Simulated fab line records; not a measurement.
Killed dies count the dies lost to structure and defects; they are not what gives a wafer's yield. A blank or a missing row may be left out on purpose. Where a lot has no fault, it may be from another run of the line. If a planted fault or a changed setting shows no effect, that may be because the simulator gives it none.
Split-lot study || flow n5-finfet || route with 1938 steps; 7 lots, 21 wafers read

## ON THE SPLIT
At N5_BEOL_M3_COAT_22 (resist thk 30 nm), the setting spin-rpm was moved away from the recipe's 1500 rpm on 7 of the 21 wafers read, by -8.5% to +3.0%. The other wafers ran this setting at the recipe's value.

The file shows no step between the split and the reading.

## THE READING
CAR-EUV_of_BEOL_M3_COAT_22.thk-nm (the simulator's own value, which no gauge read), in nm, at N5_BEOL_M3_DESCUM_33 (chemistry O2, time 7 s). The file does not state a usual value for it. The 14 wafers here that ran the recipe average 26.0 nm, standard deviation 0.11 nm.

{"wafer": "L074.2", "tool, chamber at the split": "litho-track-04, 0", "spin-rpm as run, rpm": 1404, "against the recipe": "-6.4%", "CAR-EUV_of_BEOL_M3_COAT_22.thk-nm, nm": 27, "against lot-mates on the recipe": "+1.0"}
{"wafer": "L074.3", "tool, chamber at the split": "litho-track-04, 0", "spin-rpm as run, rpm": 1500, "against the recipe": "recipe", "CAR-EUV_of_BEOL_M3_COAT_22.thk-nm, nm": 26, "against lot-mates on the recipe": "-"}
{"wafer": "L074.6", "tool, chamber at the split": "litho-track-04, 0", "spin-rpm as run, rpm": 1404, "against the recipe": "-6.4%", "CAR-EUV_of_BEOL_M3_COAT_22.thk-nm, nm": 26.8, "against lot-mates on the recipe": "+0.8"}
{"wafer": "L076.1", "tool, chamber at the split": "litho-track-03, 0", "spin-rpm as run, rpm": 1500, "against the recipe": "recipe", "CAR-EUV_of_BEOL_M3_COAT_22.thk-nm, nm": 26, "against lot-mates on the recipe": "-"}
{"wafer": "L076.2", "tool, chamber at the split": "litho-track-03, 0", "spin-rpm as run, rpm": 1500, "against the recipe": "recipe", "CAR-EUV_of_BEOL_M3_COAT_22.thk-nm, nm": 26.2, "against lot-mates on the recipe": "-"}
{"wafer": "L076.5", "tool, chamber at the split": "litho-track-03, 0", "spin-rpm as run, rpm": 1545, "against the recipe": "+3.0%", "CAR-EUV_of_BEOL_M3_COAT_22.thk-nm, nm": 25.6, "against lot-mates on the recipe": -0.5}
{"wafer": "L083.2", "tool, chamber at the split": "litho-track-01, 0", "spin-rpm as run, rpm": 1500, "against the recipe": "recipe", "CAR-EUV_of_BEOL_M3_COAT_22.thk-nm, nm": 26, "against lot-mates on the recipe": "-"}
{"wafer": "L083.3", "tool, chamber at the split": "litho-track-01, 0", "spin-rpm as run, rpm": 1500, "against the recipe": "recipe", "CAR-EUV_of_BEOL_M3_COAT_22.thk-nm, nm": 26, "against lot-mates on the recipe": "-"}
{"wafer": "L083.5", "tool, chamber at the split": "litho-track-01, 0", "spin-rpm as run, rpm": 1500, "against the recipe": "recipe", "CAR-EUV_of_BEOL_M3_COAT_22.thk-nm, nm": 26, "against lot-mates on the recipe": "-"}
{"wafer": "L084.1", "tool, chamber at the split": "litho-track-04, 0", "spin-rpm as run, rpm": 1500, "against the recipe": "recipe", "CAR-EUV_of_BEOL_M3_COAT_22.thk-nm, nm": 26, "against lot-mates on the recipe": "-"}
{"wafer": "L084.3", "tool, chamber at the split": "litho-track-04, 0", "spin-rpm as run, rpm": 1500, "against the recipe": "recipe", "CAR-EUV_of_BEOL_M3_COAT_22.thk-nm, nm": 26, "against lot-mates on the recipe": "-"}
{"wafer": "L084.6", "tool, chamber at the split": "litho-track-04, 0", "spin-rpm as run, rpm": 1405, "against the recipe": "-6.3%", "CAR-EUV_of_BEOL_M3_COAT_22.thk-nm, nm": 27, "against lot-mates on the recipe": "+1.0"}
{"wafer": "L092.1", "tool, chamber at the split": "litho-track-01, 0", "spin-rpm as run, rpm": 1500, "against the recipe": "recipe", "CAR-EUV_of_BEOL_M3_COAT_22.thk-nm, nm": 26.4, "against lot-mates on the recipe": "-"}
{"wafer": "L092.4", "tool, chamber at the split": "litho-track-01, 0", "spin-rpm as run, rpm": 1390, "against the recipe": "-7.3%", "CAR-EUV_of_BEOL_M3_COAT_22.thk-nm, nm": 27.4, "against lot-mates on the recipe": "+1.2"}
{"wafer": "L092.6", "tool, chamber at the split": "litho-track-01, 0", "spin-rpm as run, rpm": 1500, "against the recipe": "recipe", "CAR-EUV_of_BEOL_M3_COAT_22.thk-nm, nm": 26, "against lot-mates on the recipe": "-"}
{"wafer": "L094.1", "tool, chamber at the split": "litho-track-01, 0", "spin-rpm as run, rpm": 1500, "against the recipe": "recipe", "CAR-EUV_of_BEOL_M3_COAT_22.thk-nm, nm": 26, "against lot-mates on the recipe": "-"}
{"wafer": "L094.3", "tool, chamber at the split": "litho-track-01, 0", "spin-rpm as run, rpm": 1500, "against the recipe": "recipe", "CAR-EUV_of_BEOL_M3_COAT_22.thk-nm, nm": 26, "against lot-mates on the recipe": "-"}
{"wafer": "L094.5", "tool, chamber at the split": "litho-track-01, 0", "spin-rpm as run, rpm": 1500, "against the recipe": "recipe", "CAR-EUV_of_BEOL_M3_COAT_22.thk-nm, nm": 26, "against lot-mates on the recipe": "-"}
{"wafer": "L095.1", "tool, chamber at the split": "litho-track-04, 0", "spin-rpm as run, rpm": 1500, "against the recipe": "recipe", "CAR-EUV_of_BEOL_M3_COAT_22.thk-nm, nm": 26, "against lot-mates on the recipe": "-"}
{"wafer": "L095.2", "tool, chamber at the split": "litho-track-04, 0", "spin-rpm as run, rpm": 1372, "against the recipe": "-8.5%", "CAR-EUV_of_BEOL_M3_COAT_22.thk-nm, nm": 27.4, "against lot-mates on the recipe": "+1.4"}
{"wafer": "L095.4", "tool, chamber at the split": "litho-track-04, 0", "spin-rpm as run, rpm": 1372, "against the recipe": "-8.5%", "CAR-EUV_of_BEOL_M3_COAT_22.thk-nm, nm": 27.2, "against lot-mates on the recipe": "+1.2"}

FIT RESULTS
A straight line over all 21 wafers: CAR-EUV_of_BEOL_M3_COAT_22.thk-nm changes by -0.151 nm for each +1% of spin-rpm; r = -0.97; the points scatter about the line by 0.13 nm.
The same after taking each lot's own level away (the mean of its wafers on the recipe; 21 wafers): -0.153 nm for each +1%; r = -0.99; scatter 0.092 nm.
The reading moves by 1.3 nm for the largest change in spin-rpm, on that fit.
The span of the lots' own levels, 26.00 to 26.20 nm, comes to 1.8 times the standard deviation stated above.
So the lot-to-lot level changes the slope little: the two slopes agree.
Check: for one of the wafers moved furthest among these (-8.5%), held out of the fit, the line's prediction against its lot-mates is +1.27 nm. Against them it came out at +1.4 nm.

## ADDITIONAL SPLITS CARRIED BY THESE WAFERS
Other splits were also applied to these wafers ahead of the reading. Each is held against what the fit with the lots' levels taken away leaves over:
{"other split on the same wafers": "N5_BEOL_M1_ETCH_64 source-w", "wafers away from the commonest value": 6, "r with CAR-EUV_of_BEOL_M3_COAT_22.thk-nm (lot level and that fit taken away)": -0.19}
{"other split on the same wafers": "N5_BEOL_M2_HM_DEP_02 target-thk-a", "wafers away from the commonest value": 6, "r with CAR-EUV_of_BEOL_M3_COAT_22.thk-nm (lot level and that fit taken away)": -0.23}
{"other split on the same wafers": "N5_BEOL_M2_COAT_61 temp-c", "wafers away from the commonest value": 2, "r with CAR-EUV_of_BEOL_M3_COAT_22.thk-nm (lot level and that fit taken away)": -0.16}

## THE WHOLE CHAIN: every reading that the file lists as answering this split, in the file's order
{"step": "N5_BEOL_M3_COAT_22", "what it does": "resist thk 30 nm", "reading": "CAR-EUV_of_BEOL_M3_COAT_22.thk-nm (the simulator's own value, which no gauge read)", "change (the file's fit)": "-0.163 nm for each +1% of the setting", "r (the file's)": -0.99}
{"step": "N5_BEOL_M3_DESCUM_33", "what it does": "chemistry O2, time 7 s", "reading": "CAR-EUV_of_BEOL_M3_COAT_22.thk-nm (the simulator's own value, which no gauge read)", "change (the file's fit)": "-0.155 nm for each +1% of the setting", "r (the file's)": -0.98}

## THE FILE'S OWN FIT
CAR-EUV_of_BEOL_M3_COAT_22.thk-nm changes by -0.155 nm for each +1% of spin-rpm, r = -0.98.
